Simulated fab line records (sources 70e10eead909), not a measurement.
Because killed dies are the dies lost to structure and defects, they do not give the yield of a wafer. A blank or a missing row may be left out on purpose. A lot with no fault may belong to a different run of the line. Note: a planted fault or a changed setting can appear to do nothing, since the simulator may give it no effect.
Matching of chambers ; flow nandHarc ; 3 sister chambers for NHARC_A_ONON_D1_DEP_33 on pecvd-02
The step deposits SiO2, target thk 200 nm. 6 wafers are shown with their chamber, then 8 later ones without.

## EACH WAFER AND ITS CHAMBER
wafer;chamber;throttleValvePct (%);heaterPowerW (W)
L761.5;1;15.9;585
L771.1;1;16.0;571
L774.1;0;16.6;651
L774.3;2;17.6;575
L774.4;2;17.3;577
L776.2;0;16.8;591

## WAFERS WITHOUT THEIR CHAMBER
wafer;throttleValvePct (%);heaterPowerW (W)
L776.4;16.9;606
L776.6;17.3;504
L777.3;16.7;652
L777.4;16.5;575
L777.5;16.6;678
L778.2;17.3;557
L778.4;17.5;556
L778.6;16.0;587

## WHICH CHAMBER EACH WENT THROUGH
wafer;from the rows above;in truth
L776.4;0;0
L776.6;2;2
L777.3;0;0
L777.4;can't be placed: 0 or 1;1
L777.5;0;0
L778.2;2;2
L778.4;2;2
L778.6;1;1
Correctly placed: 7 of 8. These rows do not allow placing 1 (true chamber among the candidates in 1). Number placed wrongly: 0.
How it was worked out, from the rows above alone: a wafer's distance from a chamber is the root of the sum, over the readings, of the square of ((its reading less the chamber's mean) divided by the reading's scatter). The wafer belongs to the nearest chamber; if the next one is less than 2 further off, it can't be placed. A chamber's mean is the mean of its shown wafers. The scatter: the root of (the sum of the squares of (reading less its chamber's mean) over the shown wafers, divided by (wafers less chambers)).
